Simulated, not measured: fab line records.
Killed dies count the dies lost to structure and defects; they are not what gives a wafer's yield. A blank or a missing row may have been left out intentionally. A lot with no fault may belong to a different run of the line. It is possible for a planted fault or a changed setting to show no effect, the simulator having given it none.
Struck lot and sound lot, side by side || flow nand-harc || 13 out of 1302 route steps
Sound: the wafers L727.1, L727.3, L727.6. Wafers struck: L724.1, L724.3, L724.6. The cause comes at the end.
At each step with rows: each side's tool, then ch and its chambers, then its first start. Under that, the readings that differ: sound wafers || struck wafers || difference of the means || sigmas: that difference in standard deviations of wafers without a fault.
alike: same words and numbers on both sides, and readings whose means sit less than 2 such deviations apart. not compared: any withheld reading, any reading some wafer has no value for, any bound like >300 that may hide the same value, and any number with overlapping values for which the record gives no deviation.
Wherever a step has rows on one side only, a row that says differs or no value, or a row with sigmas, the two part there. When numbers do not overlap yet have no deviation, they are printed without sigmas and do not part them. A reading missing from all wafers of one side parts the sides only when that side holds two or more wafers.

first, 1 step without rows for these wafers: NHARC_A_CHANNEL_FILL_D1_SRD_12.
NHARC_A_CHANNEL_FILL_D1_INSPECT_13:
  sound: defect-inspect-01 at day 18 08:28; struck: defect-inspect-02 at day 17 02:59
  alike: raw-defect-count
NHARC_A_DECK1_JOINT_ETCHBACK_07: etches the open film in HBr, target depth 105 nm, time 26.9 s.
  sound on rie-si-04 ch 0,2,3, day 18 08:33; struck on rie-si-03 ch 0,1,3, day 17 03:04
  alike: drypump-motor-current-A, oes-product-au, throttle-valve-pct
  not compared: rf-hours-counter-h
then, 7 steps without rows for these wafers: NHARC_A_DECK1_JOINT_ETCH_25 (etches SiO2 in dHF, target depth 0.5 nm); NHARC_A_DECK1_JOINT_ETCH_19 (etches poly-Si in TMAH, target depth 3 nm); NHARC_A_DECK1_JOINT_ETCH_18 (etches SiO2 in dHF, target depth 3 nm); NHARC_A_DECK1_JOINT_WET_08 (chemistry H3PO4, time 86 s); NHARC_A_DECK1_JOINT_ETCH_09 (etches SiO2 in dHF, target depth 5 nm); NHARC_A_DECK1_JOINT_WET_10 (chemistry H3PO4, time 86 s); NHARC_A_DECK1_JOINT_ETCH_11 (etches SiO2 in dHF, target depth 35 nm).
NHARC_A_DECK1_JOINT_CVD_12: deposits poly-Si, target thk 90 nm, time 1800 s.
  sound on lpcvd-poly-01 ch 0, day 18 15:49; struck on lpcvd-poly-02 ch 0, day 17 10:28
{"reading": "spike-tc-centre-C (C)", "sound": "619.9 621.0 620.5", "struck": "633.8 634.8 635.2", "difference": "+14.1", "sigmas": "+11"}
{"reading": "spike-tc-lower-C (C)", "sound": "618.0 617.8 619.4", "struck": "636.2 635.4 635.5", "difference": "+17.3", "sigmas": "+12"}
{"reading": "spike-tc-top-C (C)", "sound": "642.4 637.2 639.5", "struck": "656.4 656.2 654.0", "difference": "+15.8", "sigmas": "+14"}
{"reading": "spike-tc-upper-C (C)", "sound": "618.9 620.2 620.3", "struck": "635.9 633.8 634.8", "difference": "+15.0", "sigmas": "+15"}
{"reading": "tube-center-temp-C (C)", "sound": "620.14 620 620.08", "struck": "635.47 635.45 635.39", "difference": "+15.36", "sigmas": "+99 or more"}
  alike: zone-power-lower-pct
NHARC_A_DECK1_JOINT_CMP_13: polishes, target thk 51.023 nm.
  sound on cmp-01 ch 0,2,3, day 18 18:41; struck on cmp-04 ch 1,3, day 17 13:18
{"reading": "time-to-endpoint-s (s)", "sound": "7.8 7.1 5.7", "struck": "12.4 16.2 13.7", "difference": "+7.2", "sigmas": "+3"}
  alike: motor-current-A
-- the record jumps here: 13 days lie between the struck wafers' starts before and after (it left off in module A_DECK1_JOINT and takes up again in module END, whose first step shown is number 1302 of the route) --
NHARC_END_SORT_01:
  sound on prober-01 ch 0, day 31 22:43; struck on prober-02 ch 0, day 30 15:33
  alike: killed-at-array, killed-at-other, killed-at-periphery, killed-dies, killed-open, killed-short

## WHERE THEY PART
At NHARC_A_DECK1_JOINT_CVD_12 first; at NHARC_A_DECK1_JOINT_CMP_13 last (within this record only). Later steps at which nothing parts them and some readings are alike: NHARC_END_SORT_01.

WHY: the cause the simulator had injected
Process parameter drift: lpcvd-poly-02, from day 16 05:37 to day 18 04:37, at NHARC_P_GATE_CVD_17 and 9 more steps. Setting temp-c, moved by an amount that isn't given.
